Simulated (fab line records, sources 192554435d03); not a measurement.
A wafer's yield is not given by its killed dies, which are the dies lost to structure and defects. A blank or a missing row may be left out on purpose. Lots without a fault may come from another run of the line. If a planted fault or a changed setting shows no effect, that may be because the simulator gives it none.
A lot that was struck, set against a sound lot + flow n5 finfet + 15 out of 1938 route steps
Sound: the wafers L647.1, L647.3, L647.5. Struck: wafers L654.2, L654.3 (left out: L654.5, a lot-mate that was not struck); the cause follows at the end.
For every step that has rows: the tool of each side, followed by ch and its chambers, followed by its first start. Under that, the readings that differ: sound wafers + struck wafers + difference of the means + sigmas: that difference in standard deviations of wafers without a fault.
alike: a reading whose means differ by less than 2 such deviations, as well as words and numbers matching on both sides. not compared: withheld readings; readings where some wafer has no value; bounds like >300 that might hide an equal value; numbers whose values overlap and for which the record gives no deviation.
A row with sigmas, a row that says differs or no value, or rows on one side alone: a step with any of these is where the two part. Non-overlapping numbers with no deviation appear without sigmas and do not part them. A reading missing from all wafers of one side parts the sides only when that side holds two or more wafers.

first, 6 steps without rows for these wafers: N5_MIM_BOT_LITHO_EBR_04; N5_MIM_BOT_LITHO_SOFTBAKE_03 (time 90 s); N5_MIM_BOT_LITHO_EXPOSE_05 (exposes mask MIM BOT); N5_MIM_BOT_LITHO_PEB_06; N5_MIM_BOT_LITHO_DEVELOP_07 (develop time 60 s); N5_MIM_BOT_LITHO_HARDBAKE_09 (time 120 s).
N5_MIM_BOT_LITHO_CD_MEAS_08 targets a cd of 3000 nm.
  sound on cd sem-02 ch 0, day 14 13:19; struck on cd sem-03 ch 0, day 16 16:17
| reading    | sound                | struck        | difference | sigmas |
|------------|----------------------|---------------|------------|--------|
| cd nm (nm) | 3002.7 3002.4 3004.3 | 2996.0 2998.0 | -6.1       | -3     |
N5_MIM_BOT_LITHO_OVL_MEAS_11:
  sound on overlay-01 ch 0, day 14 13:20; struck on overlay-01 ch 0, day 16 16:19
| reading          | sound      | struck | difference | sigmas |
|------------------|------------|--------|------------|--------|
| MIM_BOT_OVL (nm) | -8 -11 -14 | 0 -3   | +10        | +2     |
N5_MIM_BOT_LITHO_INSPECT_12: inspects for defects (macro).
  sound: defect inspect-02 at day 14 13:22; struck: defect inspect-02 at day 16 16:20
  alike: raw defect count
N5_MIM_BOT_LITHO_DESCUM_10: chemistry O2, time 7.9 s.
  sound on rie diel-04 ch 0,1,2, day 14 13:24; struck on rie diel-04 ch 0,3, day 16 16:23
  alike: drypump motor current A, oes product au, rf vpp V, showerhead plenum p Torr, throttle valve pct
  not compared: rf hours counter h
N5_MIM_BOT_ETCH_ETCH_04: etches SiNx in CF4/O2, target depth 26 nm, time 13 s.
  sound on rie diel-04 ch 0,1,2, day 14 13:28; struck on rie diel-04 ch 0,3, day 16 16:26
  alike: drypump motor current A, oes product au, rf vpp V, showerhead plenum p Torr, throttle valve pct
  not compared: rf hours counter h
N5_MIM_BOT_ETCH_ETCH_03: etches the open film in Cl2/BCl3, target depth 12 nm.
  sound on rie metal-02 ch 0,1, day 14 13:34; struck on rie metal-02 ch 1, day 16 16:32
  alike: drypump motor current A, oes product au, throttle valve pct
  not compared: rf hours counter h
N5_MIM_BOT_ETCH_ETCH_00: etches TiN in Cl2/BCl3, target depth 45.5 nm.
  sound on rie metal-02 ch 0,1, day 14 13:39; struck on rie metal-02 ch 1, day 16 16:37
| reading                              | sound             | struck      | difference | sigmas |
|--------------------------------------|-------------------|-------------|------------|--------|
| model.etch.depth nm (nm)             | 44.74 44.46 46.41 | 62.98 63.49 | +18.03     |        |
| model.MIM_BOT_ETCH.cd offset nm (nm) | 0.2 0.2 -0.2      | -0.8 -0.4   | -0.7       |        |
  alike: drypump motor current A, oes product au, throttle valve pct
  not compared: rf hours counter h, model.coat_of_MIM_BOT_LITHO_COAT_02.thk nm
N5_MIM_BOT_ETCH_STRIP_01: strips in O2.
  sound on rie diel-04 ch 0,1,2, day 14 13:47; struck on rie diel-02 ch 0,1, day 16 16:46
  alike: drypump motor current A, oes product au, rf vpp V, showerhead plenum p Torr, throttle valve pct
  not compared: rf hours counter h
N5_PASSIVATION_PROBE_49:
  sound: prober-02 at day 14 23:40; struck: prober-02 at day 17 03:25
  alike: defect limited yield, killed_at_M0_to_M3, killed_at_M4_up, killed at contacts, killed at front end, killed at other, killed dies, killed open, killed short, sort_bin_5_function, sort_bin_6_memory, sort_bin_8_speed, sort n pass, sort yield pct

## WHERE THEY PART
Earliest at N5_MIM_BOT_LITHO_CD_MEAS_08; latest, in this record, at N5_MIM_BOT_LITHO_OVL_MEAS_11. Later steps at which nothing parts them and some readings are alike: N5_MIM_BOT_LITHO_INSPECT_12, N5_MIM_BOT_LITHO_DESCUM_10, N5_MIM_BOT_ETCH_ETCH_04, N5_MIM_BOT_ETCH_ETCH_03, N5_MIM_BOT_ETCH_ETCH_00, N5_MIM_BOT_ETCH_STRIP_01, N5_PASSIVATION_PROBE_49.

WHY: the cause the simulator had injected
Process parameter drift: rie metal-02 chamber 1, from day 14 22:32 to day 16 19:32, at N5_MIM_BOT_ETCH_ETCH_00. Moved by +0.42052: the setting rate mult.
